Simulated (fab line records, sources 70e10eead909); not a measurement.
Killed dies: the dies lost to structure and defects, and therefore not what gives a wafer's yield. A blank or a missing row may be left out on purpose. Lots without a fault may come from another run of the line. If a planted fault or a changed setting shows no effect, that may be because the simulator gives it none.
fab line records	flow nand-harc
record lots=24	wafers=72	last-day=33
route steps=1302 shown P_CONTACT@252 P_M0@273 P_M1@295
lots untouched by any fault: they come from a run of this same line in which no faults occurred
start-h: hours from the record's opening day to when the first of the lot's shown wafers began	wait-h: time in hours since the lot's previous step	" same as the row above	L1.1+2: several wafers, shown together as one row	- value missing, or start not given	* or withheld: withheld	< > ~ a bound
route shown NAME@n: NAME is a module with steps in the file, n the number in the route of the first one	usual: mean/standard deviation taken from wafers without a fault	same: alike in all rows	chamber/n: place in a boat	sites: the reading at each site	_std_site: how widely they spread, as a standard deviation	_edge_site: inner sites' mean taken away from outer sites' mean	radius-mm: for every site, how far away it sits from the centre of the wafer	mask NAME#n: copy n	behind: the tool/chamber that last shaped the wafer	hold: why the lot was held/for how many hours/how that ended	device: whichever transistor did not switch (one of n, p or np)	end of line: tests of these same wafers at the route's end	step lacking rows: just its recipe	killed: count of dies lost to structure and defects at first sort (not the wafer's yield)	map: per-die view of a wafer (x killed, . not killed, _ where there is no die)
set.NAME: the setting that was run; set.NAME@STEP: the one run at that earlier step	model.NAME: the simulator's own value behind a step, which no gauge read
steps of the route over a sample of lots; a table a step, a row a wafer
services: when a tool's chamber went out of use (start-h, in hours from the record's first day, below 0 if earlier), for how many hours, and the reason
## steps
# step NHARC_P_CONTACT_INSPECT_27
# usual raw-defect-count=301/120
lot.wafer	tool	chamber	start-h	wait-h	raw-defect-count
L074.4	defect-inspect-01	-	127.20	0.1	425
L074.5	"	-	"	"	358
L074.6	"	-	"	"	445
L075.2	defect-inspect-01	-	133.85	0.1	292
L075.3	"	-	"	"	301
L075.6	"	-	"	"	182
L076.1	defect-inspect-02	-	135.98	0.1	562
L076.4	"	-	"	"	451
L076.5	"	-	"	"	351
L077.2	defect-inspect-01	-	147.45	0.1	202
L077.4	"	-	"	"	160
L077.5	"	-	"	"	187
L078.1	defect-inspect-02	-	161.66	0.1	347
L078.4	"	-	"	"	297
L078.5	"	-	"	"	388
L079.1	defect-inspect-02	-	168.06	0.1	412
L079.2	"	-	"	"	206
L079.3	"	-	"	"	218
L080.2	defect-inspect-01	-	181.00	0.1	242
L080.5	"	-	"	"	306
L080.6	"	-	"	"	194
L081.1	defect-inspect-01	-	189.99	0.1	212
L081.5	"	-	"	"	355
L081.6	"	-	"	"	235
L082.1	defect-inspect-02	-	198.04	0.1	283
L082.4	"	-	"	"	286
L082.6	"	-	"	"	518
L083.2	defect-inspect-02	-	212.34	0.1	158
L083.3	"	-	"	"	163
L083.5	"	-	"	"	250
L084.2	defect-inspect-02	-	224.82	0.1	358
L084.3	"	-	"	"	299
L084.6	"	-	"	"	222
L085.1	defect-inspect-01	-	230.12	0.1	339
L085.3	"	-	"	"	377
L085.4	"	-	"	"	187
L086.1	defect-inspect-01	-	236.22	0.1	120
L086.3	"	-	"	"	198
L086.4	"	-	"	"	166
L087.4	defect-inspect-01	-	247.35	0.1	578
L087.5	"	-	"	"	323
L087.6	"	-	"	"	408
L088.2	defect-inspect-01	-	272.32	0.1	194
L088.4	"	-	"	"	149
L088.5	"	-	"	"	162
L090.1	defect-inspect-01	-	279.44	0.1	257
L090.2	"	-	"	"	233
L090.6	"	-	"	"	201
L089.2	defect-inspect-02	-	280.62	0.1	225
L089.4	"	-	"	"	199
L089.6	"	-	"	"	290
L091.1	defect-inspect-02	-	291.50	0.1	469
L091.2	"	-	"	"	418
L091.6	"	-	"	"	695
L092.3	defect-inspect-01	-	309.36	0.1	191
L092.4	"	-	"	"	242
L092.5	"	-	"	"	323
L094.1	defect-inspect-01	-	316.42	0.1	221
L094.2	"	-	"	"	223
L094.6	"	-	"	"	311
L093.3	defect-inspect-02	-	316.65	0.1	452
L093.4	"	-	"	"	433
L093.5	"	-	"	"	334
L095.2	defect-inspect-01	-	328.00	0.1	383
L095.5	"	-	"	"	336
L095.6	"	-	"	"	272
L096.1	defect-inspect-01	-	339.05	0.1	236
L096.3	"	-	"	"	98
L096.6	"	-	"	"	171
L097.3	defect-inspect-01	-	347.69	0.1	166
L097.4	"	-	"	"	268
L097.6	"	-	"	"	184
# step NHARC_P_M0_PRE_CLEAN_29
# recipe time-s=30	temp-c=280	gas=H2/He
# usual heater-power-w=395/46
lot.wafer	tool	chamber	start-h	wait-h	heater-power-w
L074.4	pvd-sputter-01	-	-	-	424
L074.5	"	-	"	"	339
L074.6	"	-	"	"	428
L075.2	pvd-sputter-03	-	-	-	431
L075.3	"	-	"	"	417
L075.6	"	-	"	"	320
L076.4	pvd-sputter-01	-	-	-	414
L076.1	"	-	"	"	337
L076.5	"	-	"	"	365
L077.4	pvd-sputter-01	-	-	-	349
L077.2	"	-	"	"	355
L077.5	"	-	"	"	348
L078.1	pvd-sputter-01	-	-	-	430
L078.4	"	-	"	"	359
L078.5	"	-	"	"	429
L079.1	pvd-sputter-01	-	-	-	358
L079.2	"	-	"	"	411
L079.3	"	-	"	"	341
L080.2	pvd-sputter-02	-	-	-	359
L080.6	"	-	"	"	465
L080.5	"	-	"	"	360
L081.1	pvd-sputter-02	-	-	-	450
L081.6	"	-	"	"	299
L081.5	"	-	"	"	457
L082.4	pvd-sputter-03	-	-	-	420
L082.1	"	-	"	"	433
L082.6	"	-	"	"	336
L083.2	pvd-sputter-03	-	-	-	434
L083.3	"	-	"	"	327
L083.5	"	-	"	"	427
L084.3	pvd-sputter-01	-	-	-	361
L084.2	"	-	"	"	422
L084.6	"	-	"	"	335
L085.3	pvd-sputter-01	-	-	-	358
L085.4	"	-	"	"	402
L085.1	"	-	"	"	343
L086.4	pvd-sputter-01	-	-	-	410
L086.3	"	-	"	"	343
L086.1	"	-	"	"	426
L087.4	pvd-sputter-01	-	-	-	411
L087.5	"	-	"	"	418
L087.6	"	-	"	"	343
L088.4	pvd-sputter-02	-	-	-	444
L088.2	"	-	"	"	460
L088.5	"	-	"	"	295
L090.2	pvd-sputter-01	-	-	-	377
L090.1	"	-	"	"	442
L090.6	"	-	"	"	388
L089.4	pvd-sputter-03	-	-	-	432
L089.2	"	-	"	"	423
L089.6	"	-	"	"	422
L091.1	pvd-sputter-01	-	-	-	369
L091.2	"	-	"	"	378
L091.6	"	-	"	"	371
L092.4	pvd-sputter-01	-	-	-	366
L092.3	"	-	"	"	423
L092.5	"	-	"	"	358
L094.1	pvd-sputter-02	-	-	-	355
L094.2	"	-	"	"	302
L094.6	"	-	"	"	362
L093.3	pvd-sputter-03	-	-	-	430
L093.4	"	-	"	"	426
L093.5	"	-	"	"	434
L095.2	pvd-sputter-02	-	-	-	364
L095.6	"	-	"	"	442
L095.5	"	-	"	"	355
L096.3	pvd-sputter-02	-	-	-	348
L096.1	"	-	"	"	458
L096.6	"	-	"	"	363
L097.3	pvd-sputter-01	-	-	-	436
L097.4	"	-	"	"	380
L097.6	"	-	"	"	427
# step NHARC_P_M1_CD_MEAS_09
# recipe target-cd-nm=130	landing-energy-ev=500
# usual cd-nm=130.0/0.65
lot.wafer	tool	chamber	start-h	wait-h	cd-nm
L074.4	cd-sem-01	0	132.15	-	129.4
L074.5	"	0	"	"	130.3
L074.6	"	0	"	"	129.6
L075.2	cd-sem-01	0	138.69	-	130.0
L075.3	"	0	"	"	129.5
L075.6	"	0	"	"	130.0
L076.1	cd-sem-03	0	140.80	-	129.9
L076.4	"	0	"	"	130.6
L076.5	"	0	"	"	130.4
L077.2	cd-sem-01	0	152.52	-	129.5
L077.4	"	0	"	"	129.4
L077.5	"	0	"	"	129.2
L078.1	cd-sem-01	0	166.51	-	129.8
L078.4	"	0	"	"	129.6
L078.5	"	0	"	"	130.3
L079.1	cd-sem-01	0	173.01	-	130.2
L079.2	"	0	"	"	129.7
L079.3	"	0	"	"	129.9
L080.2	cd-sem-01	0	185.86	-	129.8
L080.5	"	0	"	"	129.5
L080.6	"	0	"	"	129.8
L081.1	cd-sem-03	0	194.94	-	130.5
L081.5	"	0	"	"	130.6
L081.6	"	0	"	"	130.6
L082.1	cd-sem-03	0	202.88	-	129.9
L082.4	"	0	"	"	130.1
L082.6	"	0	"	"	129.9
L083.2	cd-sem-01	0	217.27	-	129.1
L083.3	"	0	"	"	129.6
L083.5	"	0	"	"	129.3
L084.2	cd-sem-01	0	230.12	-	127.8
L084.3	"	0	"	"	129.4
L084.6	"	0	"	"	129.6
L085.1	cd-sem-03	0	235.31	-	130.5
L085.3	"	0	"	"	130.1
L085.4	"	0	"	"	129.7
L086.1	cd-sem-03	0	241.55	-	129.4
L086.3	"	0	"	"	129.7
L086.4	"	0	"	"	130.8
L087.4	cd-sem-02	0	252.19	-	129.2
L087.5	"	0	"	"	130.4
L087.6	"	0	"	"	130.6
L088.2	cd-sem-03	0	277.15	-	128.8
L088.4	"	0	"	"	129.4
L088.5	"	0	"	"	130.9
L090.1	cd-sem-01	0	284.28	-	130.8
L090.2	"	0	"	"	129.7
L090.6	"	0	"	"	130.1
L089.2	cd-sem-01	0	285.84	-	131.0
L089.4	"	0	"	"	130.7
L089.6	"	0	"	"	129.5
L091.1	cd-sem-03	0	296.73	-	129.8
L091.2	"	0	"	"	129.7
L091.6	"	0	"	"	130.8
L092.3	cd-sem-01	0	314.35	-	129.5
L092.4	"	0	"	"	129.8
L092.5	"	0	"	"	130.8
L094.1	cd-sem-02	0	321.56	-	129.4
L094.2	"	0	"	"	129.7
L094.6	"	0	"	"	129.3
L093.3	cd-sem-01	0	321.84	-	130.5
L093.4	"	0	"	"	129.2
L093.5	"	0	"	"	130.2
L095.2	cd-sem-01	0	332.80	-	130.7
L095.5	"	0	"	"	130.3
L095.6	"	0	"	"	130.1
L096.1	cd-sem-02	0	343.88	-	129.7
L096.3	"	0	"	"	129.2
L096.6	"	0	"	"	129.8
L097.3	cd-sem-03	0	352.85	-	130.1
L097.4	"	0	"	"	131.4
L097.6	"	0	"	"	130.5
# step NHARC_P_M1_OVL_MEAS_10
# recipe pitch-nm=260
# usual overlay-x-nm=-0.2/0.71	overlay-y-nm=-0.1/0.71
lot.wafer	tool	chamber	start-h	wait-h	overlay-x-nm	overlay-y-nm
L074.4	overlay-01	-	132.24	-	0.4	-2.2
L074.5	"	-	"	"	0.9	-1.9
L074.6	"	-	"	"	0.5	-1.7
L075.2	overlay-02	-	138.78	-	0.8	-1.3
L075.3	"	-	"	"	0.3	-1.1
L075.6	"	-	"	"	0.7	-1.5
L076.1	overlay-01	-	140.89	-	-0.2	-0.1
L076.4	"	-	"	"	-0.2	-0.4
L076.5	"	-	"	"	-0.2	-0.1
L077.2	overlay-01	-	152.61	-	-0.3	0.7
L077.4	"	-	"	"	-0.2	0.2
L077.5	"	-	"	"	0.6	0.5
L078.1	overlay-02	-	166.60	-	-0.7	1.0
L078.4	"	-	"	"	-0.4	0.6
L078.5	"	-	"	"	-0.8	0.6
L079.1	overlay-01	-	173.09	-	-0.1	-0.3
L079.2	"	-	"	"	-0.7	0.0
L079.3	"	-	"	"	0.1	-0.4
L080.2	overlay-02	-	185.95	-	0.3	0.1
L080.5	"	-	"	"	0.5	0.0
L080.6	"	-	"	"	-0.1	0.6
L081.1	overlay-02	-	195.03	-	0.3	-0.7
L081.5	"	-	"	"	0.4	0.0
L081.6	"	-	"	"	0.5	-0.6
L082.1	overlay-01	-	202.97	-	-0.5	-0.6
L082.4	"	-	"	"	-0.7	-0.3
L082.6	"	-	"	"	-0.6	-0.7
L083.2	overlay-02	-	217.36	-	-0.4	0.7
L083.3	"	-	"	"	-0.4	0.5
L083.5	"	-	"	"	-0.4	0.2
L084.2	overlay-02	-	230.21	-	0.1	-0.2
L084.3	"	-	"	"	-0.5	-1.2
L084.6	"	-	"	"	-0.2	-0.8
L085.1	overlay-01	-	235.40	-	-0.6	0.7
L085.3	"	-	"	"	0.3	0.0
L085.4	"	-	"	"	-0.8	0.4
L086.1	overlay-01	-	241.63	-	-0.6	-0.7
L086.3	"	-	"	"	-0.4	0.1
L086.4	"	-	"	"	0.0	-0.5
L087.4	overlay-01	-	252.27	-	-0.7	0.1
L087.5	"	-	"	"	0.0	0.0
L087.6	"	-	"	"	-0.2	0.2
L088.2	overlay-02	-	277.24	-	-1.4	-0.1
L088.4	"	-	"	"	-0.7	-0.1
L088.5	"	-	"	"	-1.2	-0.1
L090.1	overlay-01	-	284.37	-	1.5	1.1
L090.2	"	-	"	"	0.9	0.6
L090.6	"	-	"	"	1.1	0.4
L089.2	overlay-02	-	285.93	-	-1.0	-0.2
L089.4	"	-	"	"	-1.2	0.3
L089.6	"	-	"	"	-0.8	-0.1
L091.1	overlay-01	-	296.82	-	0.9	-0.2
L091.2	"	-	"	"	1.2	-0.3
L091.6	"	-	"	"	0.8	-0.2
L092.3	overlay-02	-	314.43	-	0.0	0.7
L092.4	"	-	"	"	0.4	0.6
L092.5	"	-	"	"	0.4	0.2
L094.1	overlay-01	-	321.65	-	-0.3	-0.5
L094.2	"	-	"	"	0.4	-0.6
L094.6	"	-	"	"	-0.8	-0.1
L093.3	overlay-02	-	321.92	-	-0.6	0.3
L093.4	"	-	"	"	-1.1	0.1
L093.5	"	-	"	"	-0.8	0.0
L095.2	overlay-01	-	332.89	-	-0.9	0.5
L095.5	"	-	"	"	-0.6	-0.2
L095.6	"	-	"	"	-1.0	0.4
L096.1	overlay-01	-	343.97	-	0.9	-0.6
L096.3	"	-	"	"	0.7	-0.8
L096.6	"	-	"	"	0.3	-0.6
L097.3	overlay-02	-	352.93	-	-1.3	0.7
L097.4	"	-	"	"	-0.9	0.7
L097.6	"	-	"	"	-1.3	1.4
# step NHARC_P_M1_ETCH_15
# recipe target-depth-a=1825	time-s=91.2	c4f8-flow-sccm=withheld	ar-flow-sccm=400	rf-w=600	bias-w=300	chemistry=C4F8/Ar
# usual oes-product-au=0.960/0.017	rf-vpp-V=441.4/2.6
lot.wafer	tool	chamber	start-h	wait-h	oes-product-au	rf-hours-counter-h	rf-vpp-V
L074.4	rie-diel-01	1	-	-	0.967	8	439.8
L074.6	"	0	"	"	0.974	-	441.8
L074.5	"	1	"	"	0.959	-	440.1
L075.3	rie-diel-01	0	-	-	0.964	8	439.8
L075.2	"	3	"	"	0.948	7	439.2
L075.6	"	0	"	"	0.961	-	440.5
L076.4	rie-diel-12	2	-	-	0.963	3	444.8
L076.1	"	3	"	"	0.981	4	446.3
L076.5	"	1	"	"	0.974	-	438.1
L077.2	rie-diel-12	3	-	-	0.962	5	444.2
L077.4	"	0	"	"	0.954	5	441.7
L077.5	"	2	"	"	0.942	-	445.0
L078.4	rie-diel-12	2	-	-	0.952	6	443.9
L078.1	"	3	"	"	0.979	6	446.1
L078.5	"	0	"	"	0.973	-	442.4
L079.3	rie-diel-01	2	-	-	0.937	10	442.0
L079.2	"	3	"	"	0.920	10	439.4
L079.1	"	0	"	"	0.936	11	439.9
L080.2	rie-diel-12	2	-	-	0.952	7	446.3
L080.6	"	1	"	"	0.970	-	439.4
L080.5	"	2	"	"	0.957	-	445.5
L081.1	rie-diel-12	1	-	-	0.952	8	437.4
L081.6	"	0	"	"	0.970	-	440.8
L081.5	"	1	"	"	0.952	-	438.2
L082.1	rie-diel-01	1	-	-	0.958	13	440.8
L082.4	"	2	"	"	0.960	12	441.9
L082.6	"	1	"	"	0.961	-	441.2
L083.3	rie-diel-12	3	-	-	0.978	9	445.4
L083.2	"	2	"	"	0.976	8	445.1
L083.5	"	0	"	"	0.957	-	442.7
L084.2	rie-diel-12	1	-	-	0.961	8	437.3
L084.3	"	3	"	"	0.981	9	444.0
L084.6	"	0	"	"	0.942	-	440.3
L085.3	rie-diel-01	3	-	-	0.983	2	440.0
L085.4	"	1	"	"	0.976	2	440.0
L085.1	"	2	"	"	0.975	2	442.9
L086.4	rie-diel-01	1	-	-	0.969	3	440.8
L086.1	"	3	"	"	0.952	3	441.0
L086.3	"	0	"	"	0.970	3	440.4
L087.4	rie-diel-01	2	-	-	0.976	3	441.9
L087.5	"	3	"	"	0.977	-	437.8
L087.6	"	0	"	"	0.968	-	440.3
L088.4	rie-diel-01	0	-	-	0.967	6	440.5
L088.2	"	1	"	"	0.974	6	439.2
L088.5	"	0	"	"	0.955	-	440.9
L090.1	rie-diel-12	3	-	-	0.979	0	444.0
L090.2	"	1	"	"	0.951	0	438.7
L090.6	"	3	"	"	0.983	-	445.2
L089.2	rie-diel-08	3	-	-	0.969	33	441.5
L089.4	"	0	"	"	0.956	-	441.0
L089.6	"	1	"	"	0.955	-	435.7
L091.2	rie-diel-12	2	-	-	0.964	0	445.0
L091.1	"	0	"	"	0.981	0	443.9
L091.6	"	2	"	"	0.961	-	446.5
L092.3	rie-diel-12	0	-	-	0.955	1	443.3
L092.5	"	3	"	"	0.948	-	446.3
L092.4	"	0	"	"	0.953	-	443.4
L094.1	rie-diel-12	0	-	-	0.956	2	441.7
L094.2	"	3	"	"	0.942	2	446.6
L094.6	"	0	"	"	0.955	-	442.6
L093.3	rie-diel-01	0	-	-	0.964	10	440.1
L093.5	"	3	"	"	0.951	-	438.4
L093.4	"	0	"	"	0.947	-	441.2
L095.2	rie-diel-01	0	-	-	0.981	11	441.3
L095.5	"	3	"	"	0.959	-	439.0
L095.6	"	0	"	"	0.995	-	440.5
L096.1	rie-diel-01	2	-	-	0.931	12	442.6
L096.3	"	3	"	"	0.917	12	438.9
L096.6	"	3	"	"	0.926	-	439.9
L097.4	rie-diel-01	3	-	-	0.927	12	438.8
L097.3	"	0	"	"	0.920	12	439.3
L097.6	"	1	"	"	0.919	-	439.9
# step NHARC_P_M1_PRE_CLEAN_30
# recipe time-s=30	temp-c=280	gas=H2/He
# usual heater-power-w=395/50
lot.wafer	tool	chamber	start-h	wait-h	heater-power-w
L074.4	pvd-sputter-03	-	-	-	413
L074.6	"	-	"	"	449
L074.5	"	-	"	"	326
L075.2	pvd-sputter-03	-	-	-	410
L075.3	"	-	"	"	455
L075.6	"	-	"	"	320
L076.1	pvd-sputter-01	-	-	-	435
L076.4	"	-	"	"	366
L076.5	"	-	"	"	425
L077.2	pvd-sputter-01	-	-	-	410
L077.4	"	-	"	"	419
L077.5	"	-	"	"	375
L078.4	pvd-sputter-02	-	-	-	456
L078.1	"	-	"	"	356
L078.5	"	-	"	"	473
L079.1	pvd-sputter-02	-	-	-	360
L079.2	"	-	"	"	297
L079.3	"	-	"	"	444
L080.2	pvd-sputter-03	-	-	-	433
L080.6	"	-	"	"	438
L080.5	"	-	"	"	429
L081.1	pvd-sputter-01	-	-	-	342
L081.6	"	-	"	"	339
L081.5	"	-	"	"	434
L082.1	pvd-sputter-01	-	-	-	357
L082.4	"	-	"	"	419
L082.6	"	-	"	"	422
L083.3	pvd-sputter-03	-	-	-	433
L083.2	"	-	"	"	431
L083.5	"	-	"	"	428
L084.2	pvd-sputter-02	-	-	-	295
L084.3	"	-	"	"	467
L084.6	"	-	"	"	297
L085.3	pvd-sputter-01	-	-	-	365
L085.1	"	-	"	"	411
L085.4	"	-	"	"	336
L086.4	pvd-sputter-01	-	-	-	399
L086.1	"	-	"	"	339
L086.3	"	-	"	"	371
L087.4	pvd-sputter-03	-	-	-	426
L087.6	"	-	"	"	427
L087.5	"	-	"	"	326
L088.4	pvd-sputter-02	-	-	-	470
L088.2	"	-	"	"	374
L088.5	"	-	"	"	472
L090.2	pvd-sputter-02	-	-	-	301
L090.1	"	-	"	"	449
L090.6	"	-	"	"	352
L089.4	pvd-sputter-03	-	-	-	434
L089.2	"	-	"	"	333
L089.6	"	-	"	"	421
L091.1	pvd-sputter-02	-	-	-	363
L091.2	"	-	"	"	299
L091.6	"	-	"	"	360
L092.3	pvd-sputter-01	-	-	-	379
L092.4	"	-	"	"	354
L092.5	"	-	"	"	382
L094.2	pvd-sputter-02	-	-	-	360
L094.1	"	-	"	"	298
L094.6	"	-	"	"	310
L093.4	pvd-sputter-03	-	-	-	436
L093.3	"	-	"	"	419
L093.5	"	-	"	"	438
L095.2	pvd-sputter-02	-	-	-	361
L095.5	"	-	"	"	454
L095.6	"	-	"	"	361
L096.3	pvd-sputter-01	-	-	-	440
L096.1	"	-	"	"	387
L096.6	"	-	"	"	374
L097.4	pvd-sputter-01	-	-	-	439
L097.3	"	-	"	"	434
L097.6	"	-	"	"	374
## services
tool	chamber	start-h	hours	kind
pvd-sputter-02	-	108.42	10.0	pm
rie-diel-01	-	130.92	1.2	repair
rie-diel-01	1	160.13	15.5	repair
pvd-sputter-03	-	170.00	10.0	pm
rie-diel-08	-	175.68	0.3	repair
rie-diel-01	1	180.69	8.6	repair
rie-diel-08	1	187.16	15.6	repair
rie-diel-01	2	193.12	6.9	repair
rie-diel-08	-	193.25	9.0	pm
rie-diel-01	-	203.80	9.0	pm
rie-diel-12	3	214.58	1.2	repair
rie-diel-08	1	217.85	18.7	repair
pvd-sputter-02	-	241.41	9.2	repair
pvd-sputter-01	-	250.30	10.0	pm
rie-diel-12	-	268.40	9.0	pm
rie-diel-08	0	275.45	3.4	repair
rie-diel-08	2	276.88	22.1	repair
rie-diel-01	3	282.50	2.4	repair
pvd-sputter-02	-	286.42	10.0	pm
pvd-sputter-02	-	302.70	0.7	repair
rie-diel-12	2	309.11	12.7	repair
rie-diel-01	1	318.02	9.3	repair
pvd-sputter-03	-	348.00	10.0	pm
pvd-sputter-02	-	351.47	6.3	repair
## key
fault none
